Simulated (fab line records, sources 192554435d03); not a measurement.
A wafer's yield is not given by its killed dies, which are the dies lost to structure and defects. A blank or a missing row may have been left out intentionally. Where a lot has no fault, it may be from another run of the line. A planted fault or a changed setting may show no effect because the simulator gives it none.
Chamber matching ; flow n5_finfet ; 4 sister chambers for N5_MOL_CONTACT_COAG_ETCH_89 on rie_diel-05
The step etches underlayer in N2/H2, target depth 13 nm, time 10.4 s. 4 wafers are shown with their chamber, then 8 later ones without.

== WAFERS, EACH WITH ITS CHAMBER ==
wafer;chamber;drypump_motor_current_A (A)
L074.5;3;6.2
L088.4;0;5.9
L088.5;2;6.0
L091.1;1;5.0

== WAFERS WITH NO CHAMBER GIVEN ==
wafer;drypump_motor_current_A (A)
L091.4;6.1
L091.5;6.1
L093.1;5.9
L093.4;5.0
L093.6;5.9
L095.3;6.1
L095.5;6.1
L095.6;5.9

== EACH ONE'S CHAMBER ==
wafer;from the rows above;in truth
L091.4;can't be placed: 2 or 3 or 0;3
L091.5;can't be placed: 2 or 3 or 0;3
L093.1;can't be placed: 0 or 2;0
L093.4;1;1
L093.6;can't be placed: 0 or 2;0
L095.3;can't be placed: 2 or 3 or 0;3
L095.5;can't be placed: 2 or 3 or 0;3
L095.6;can't be placed: 0 or 2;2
Placed correctly: 1 of 8. From these rows, 7 cannot be placed; in 7 the true chamber is one of the candidates. Number placed wrongly: 0.
How it was worked out, from the rows above alone: a wafer's distance from a chamber is the root of the sum, over the readings, of the square of ((its reading less the chamber's mean) divided by the reading's scatter). If the next closest chamber is less than 2 further off than the closest, the wafer can't be placed; otherwise it belongs to the closest. The mean given for a chamber averages the wafers shown for that chamber. The scatter (one wafer shown for each chamber): square how far every hidden wafer sits from the nearest shown wafer, average those squares and take the square root.
